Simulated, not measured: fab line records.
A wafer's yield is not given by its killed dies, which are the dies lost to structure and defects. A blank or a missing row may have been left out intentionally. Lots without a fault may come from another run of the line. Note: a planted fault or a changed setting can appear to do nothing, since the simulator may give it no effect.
fab line records | flow nand_harc
record: lots: 14 wafers: 42 last_day: 25
route steps=1159 shown A_STAIRCASE@624
lots untouched by any fault: they come from a run of this same line in which no faults occurred
start_h: start of the lot's first displayed wafer, in hours after the record's first day | wait_h: hours since the lot's step before | " repeats the value in the row above | L1.1+2: a single row standing in for several wafers | - value missing, or start not given | * or withheld: withheld | < > ~ a bound
route shown NAME@n: a module of which the file shows steps, and the number in the route of the first | usual: the fault-free wafers' mean and standard deviation | same: alike in all rows | chamber/n: place in a boat | sites: per-site readings | _std_site: standard deviation of those values | _edge_site: the outer-site mean with the inner-site mean subtracted | radius_mm: how far each site lies from the wafer's centre | mask NAME#n: copy n | behind: the last tool/chamber to shape the wafer | hold: why the lot was held/for how many hours/how that ended | device: the transistor (n, p or np) that didn't switch | end of line: tests run on the same wafers once the route is complete | a step given without rows: its recipe and nothing more | killed: dies lost to structure and defects at the first sort, not the wafer's yield | map: the dies of a wafer, with x for killed, . for not killed, _ for no die there
set.NAME: setting as actually run; set.NAME@STEP: the setting as run at that earlier step | model.NAME: the simulator's own value behind a step, which no gauge read
route steps across a sampled set of lots; one table per step, one row per wafer
services: from which hour (start_h, from the record's first day; less than 0 if before it) a tool's chamber was out of use, for how many hours, and why
== steps ==
step: NHARC_A_STAIRCASE_ETCH_230
recipe: target_depth_a: 1000 time_s: 40.5 ion_energy_ev: 400 c4f8_flow_sccm: 20 o2_flow_sccm: 10 ar_flow_sccm: withheld rf_w: 600 bias_w: 1000 chemistry: C4F8/O2
usual: oes_product_au: 0.951/0.016 rf_vpp_V: 895/5.6
columns lot.wafer tool chamber start_h wait_h oes_product_au rf_hours_counter_h rf_vpp_V
L462.2 rie_diel-01 2 - - 0.978 45 893
L462.1 " 0 " " 0.979 36 889
L462.6 " 2 " " 0.976 - 893
L461.2 rie_diel-04 0 - - 0.930 46 895
L461.4 " 3 " " 0.956 44 890
L461.6 " 0 " " 0.929 - 897
L464.2 rie_diel-04 3 - - 0.941 49 890
L464.1 " 1 " " 0.937 55 896
L464.5 " 0 " " 0.929 - 896
L463.3 rie_diel-01 3 - - 0.925 47 897
L463.4 " 0 " " 0.936 45 888
L463.6 " 2 " " 0.924 - 892
L466.4 rie_diel-01 1 - - 0.946 47 888
L466.6 " 0 " " 0.953 - 886
L466.5 " 1 " " 0.937 - 887
L465.3 rie_diel-04 0 - - 0.942 55 895
L465.4 " 1 " " 0.945 58 897
L465.5 " 0 " " 0.931 - 896
L467.2 rie_diel-01 0 - - 1.003 54 888
L467.4 " 1 " " 0.983 54 885
L467.1 " 2 " " 0.957 62 893
L468.3 rie_diel-02 3 - - 0.966 46 897
L468.2 " 0 " " 0.982 46 894
L468.5 " 2 " " 0.963 - 887
L469.1 rie_diel-01 1 - - 0.940 60 886
L469.4 " 0 " " 0.961 60 887
L469.5 " 2 " " 0.943 - 892
L471.2 rie_diel-01 1 - - 0.942 0 906
L471.4 " 2 " " 0.949 1 892
L471.1 " 3 " " 0.947 1 898
L472.4 rie_diel-04 0 - - 0.942 10 896
L472.2 " 1 " " 0.951 10 895
L472.5 " 1 " " 0.948 - 896
L476.4 rie_diel-02 2 - - 0.952 2 905
L476.3 " 3 " " 0.946 3 897
L476.2 " 0 " " 0.963 3 894
L482.1 rie_diel-02 3 - - 0.959 8 896
L482.4 " 1 " " 0.953 13 898
L482.6 " 2 " " 0.962 - 906
L481.1 rie_diel-01 2 - - 0.936 23 892
L481.3 " 0 " " 0.938 22 887
L481.5 " 0 " " 0.934 - 887
step: NHARC_A_STAIRCASE_HM_DEP_456
recipe: target_thk_a: 15000 temp_c: 400 material: aC
usual: throttle_valve_pct: 34.999/0.0086
columns lot.wafer tool chamber start_h wait_h throttle_valve_pct
L462.1 acl_dep-01 0 260.59 - 34.991
L462.2 " 0 " " 35.000
L462.6 " 0 262.12 - 34.985
L461.2 acl_dep-02 0 264.08 - 35.024
L461.4 " 0 " " 35.008
L461.6 " 0 " " 35.010
L464.1 acl_dep-02 0 273.09 - 34.997
L464.2 " 0 " " 35.001
L464.5 " 0 " " 35.012
L463.3 acl_dep-01 0 276.53 - 35.007
L463.4 " 0 " " 34.994
L463.6 " 0 " " 34.995
L466.4 acl_dep-01 0 280.82 - 34.983
L466.5 " 0 " " 34.991
L466.6 " 0 " " 35.011
L465.3 acl_dep-03 0 281.54 - 34.984
L465.4 " 0 " " 35.003
L465.5 " 0 " " 35.011
L467.1 acl_dep-03 0 295.81 - 35.009
L467.2 " 0 " " 34.998
L467.4 " 0 " " 35.005
L468.2 acl_dep-02 0 297.81 - 35.005
L468.3 " 0 " " 34.999
L468.5 " 0 " " 34.979
L469.1 acl_dep-03 0 315.94 - 34.998
L469.4 " 0 " " 34.995
L469.5 " 0 " " 35.010
L471.1 acl_dep-02 0 331.35 - 35.002
L471.2 " 0 " " 34.994
L471.4 " 0 " " 35.006
L472.2 acl_dep-03 0 331.78 - 35.000
L472.4 " 0 " " 35.010
L472.5 " 0 " " 35.015
L476.2 acl_dep-01 0 353.89 - 35.011
L476.3 " 0 " " 35.005
L476.4 " 0 " " 34.998
L482.1 acl_dep-03 0 378.22 - 35.008
L482.4 " 0 " " 35.006
L482.6 " 0 " " 35.002
L481.1 acl_dep-01 0 391.10 - 34.997
L481.3 " 0 " " 34.992
L481.5 " 0 " " 35.013
step: NHARC_A_STAIRCASE_PEB_287
recipe: peb_temp_c: 115 peb_time_s: 130
usual: chill_plate_temp_C: 22.99/0.08 exhaust_pa: 45.1/1 peb_time_s: 130/0
columns lot.wafer tool chamber start_h wait_h chill_plate_temp_C exhaust_pa peb_time_s
L462.1 litho_track-07 0 263.11 0.1 22.95 43.6 130
L462.2 " 0 " " 23.10 46.0 130
L462.6 " 0 " " 23.07 44.9 130
L461.2 litho_track-02 0 266.20 0.1 22.88 44.8 130
L461.4 " 0 " " 22.96 45.3 130
L461.6 " 0 " " 22.99 45.5 130
L464.1 litho_track-02 0 275.52 0.1 22.99 45.0 130
L464.2 " 0 " " 23.02 46.1 130
L464.5 " 0 " " 22.92 45.1 130
L463.3 litho_track-07 0 278.45 0.1 23.03 45.2 130
L463.4 " 0 " " 23.04 44.8 130
L463.6 " 0 " " 23.08 44.5 130
L466.4 litho_track-05 0 282.45 0.0 22.95 45.2 130
L466.5 " 0 " " 22.87 45.4 130
L466.6 " 0 " " 22.98 47.3 130
L465.3 litho_track-02 0 283.46 0.0 22.96 44.0 130
L465.4 " 0 " " 22.97 45.9 130
L465.5 " 0 " " 23.10 44.9 130
L467.1 litho_track-07 0 298.43 0.1 22.96 46.5 130
L467.2 " 0 " " 22.94 45.4 130
L467.4 " 0 " " 23.00 45.3 130
L468.2 litho_track-07 0 300.04 0.1 22.96 46.4 130
L468.3 " 0 " " 23.02 46.8 130
L468.5 " 0 " " 22.91 45.2 130
L469.1 litho_track-07 0 318.52 0.1 23.06 43.8 130
L469.4 " 0 " " 22.90 45.6 130
L469.5 " 0 " " 22.99 45.5 130
L471.1 litho_track-07 - 333.94 0.1 - - -
L471.2 " - " " - - -
L471.4 " - " " - - -
L472.2 litho_track-05 - 334.10 0.1 - - -
L472.4 " - " " - - -
L472.5 " - " " - - -
L476.2 litho_track-02 0 356.14 0.1 23.01 42.3 130
L476.3 " 0 " " 23.03 43.8 130
L476.4 " 0 " " 22.89 42.3 130
L482.1 litho_track-07 0 380.64 0.1 23.06 46.0 130
L482.4 " 0 " " 22.78 44.0 130
L482.6 " 0 " " 23.00 46.2 130
L481.1 litho_track-02 0 393.67 0.1 22.93 46.4 130
L481.3 " 0 " " 23.03 45.8 130
L481.5 " 0 " " 22.97 46.1 130
step: NHARC_A_STAIRCASE_ETCH_294
recipe: target_depth_a: 49920 time_s: 1212.4 ion_energy_ev: 800 c4f8_flow_sccm: 80 o2_flow_sccm: 60 ar_flow_sccm: withheld rf_w: 600 bias_w: 3000 chemistry: C4F8/O2/Ar
usual: oes_product_au: 0.938/0.012 rf_vpp_V: 1823/9.1
columns lot.wafer tool chamber start_h wait_h oes_product_au rf_hours_counter_h rf_vpp_V
L462.1 rie_diel-01 1 - - 0.922 41 1810
L462.2 " 2 " " 0.914 48 1820
L462.6 " 1 " " 0.926 - 1808
L461.4 rie_diel-04 3 - - 0.963 48 1815
L461.2 " 1 " " 0.949 55 1828
L461.6 " 3 " " 0.968 - 1817
L464.1 rie_diel-01 0 - - 0.955 47 1811
L464.2 " 1 " " 0.951 47 1808
L464.5 " 1 " " 0.941 - 1808
L463.4 rie_diel-04 0 - - 0.927 56 1825
L463.3 " 1 " " 0.947 59 1827
L463.6 " 3 " " 0.958 - 1816
L466.4 rie_diel-04 1 - - 0.939 60 1827
L466.6 " 3 " " 0.937 - 1815
L466.5 " 0 " " 0.928 - 1827
L465.3 rie_diel-02 1 - - 0.962 44 1832
L465.4 " 2 " " 0.933 - 1808
L465.5 " 0 " " 0.939 - 1825
L467.1 rie_diel-01 1 - - 0.934 55 1808
L467.4 " 2 " " 0.944 63 1818
L467.2 " 0 " " 0.950 55 1810
L468.3 rie_diel-04 0 - - 0.940 1 1827
L468.2 " 1 " " 0.952 1 1829
L468.5 " 2 " " 0.940 - 1822
L469.1 rie_diel-02 1 - - 0.943 55 1830
L469.4 " 0 " " 0.935 53 1822
L469.5 " 2 " " 0.942 - 1808
L471.4 rie_diel-04 3 - - 0.911 15 1815
L471.2 " 0 " " 0.925 17 1824
L471.1 " 1 " " 0.937 15 1828
L472.4 rie_diel-04 3 - - 0.915 16 1815
L472.2 " 1 " " 0.938 16 1826
L472.5 " 0 " " 0.939 - 1826
L476.3 rie_diel-01 3 - - 0.925 12 1830
L476.2 " 0 " " 0.928 11 1810
L476.4 " 1 " " 0.928 11 1847
L482.1 rie_diel-01 2 385.38 0.3 0.932 22 1818
L482.4 " 2 " " 0.926 - 1819
L482.6 " 0 " " 0.932 - 1808
L481.1 rie_diel-04 0 - - 0.948 42 1825
L481.3 " 1 " " 0.936 39 1826
L481.5 " 0 " " 0.942 - 1825
== services ==
columns tool chamber start_h hours kind
rie_diel-01 0 236.14 16.6 repair
litho_track-05 - 237.00 7.0 pm
rie_diel-01 1 246.13 - clean
rie_diel-01 2 246.13 - clean
rie_diel-01 3 246.13 - clean
rie_diel-01 0 270.68 - clean
rie_diel-01 1 270.68 - clean
rie_diel-01 2 270.68 - clean
rie_diel-01 3 270.68 - clean
rie_diel-04 - 288.94 9.0 pm
acl_dep-01 - 290.17 0.2 repair
acl_dep-01 - 293.24 13.0 pm
rie_diel-01 0 295.20 - clean
rie_diel-01 1 295.20 - clean
rie_diel-01 2 295.20 - clean
rie_diel-04 3 308.63 6.8 repair
rie_diel-01 - 315.80 9.0 pm
rie_diel-02 - 328.71 9.0 pm
litho_track-02 - 340.00 7.0 pm
acl_dep-02 - 350.55 13.0 pm
rie_diel-02 3 355.31 12.3 repair
rie_diel-04 3 359.07 13.1 repair
litho_track-07 - 364.00 7.0 pm
rie_diel-01 3 381.01 14.8 repair
== key ==
first_sign: step: NHARC_A_STAIRCASE_PEB_287 reading: tool_record direction: missing
effect none on later readings
met_at NHARC_A_STAIRCASE_PEB_287
struck_lots L471,L472
scrapped_behind NHARC_A_SGD_CUT_INSPECT_11 L471.1,L471.2,L471.4,L472.2,L472.4,L472.5
not_acting_at NHARC_A_STAIRCASE_ETCH_230,NHARC_A_STAIRCASE_HM_DEP_456,NHARC_A_STAIRCASE_ETCH_294
onset_between 318.52 333.94
fault: kind: skipped_step_whole tool: litho_track-05,litho_track-07 chamber: - onset_h: 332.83 steps: NHARC_A_STAIRCASE_PEB_287 scope: struck_lots_only
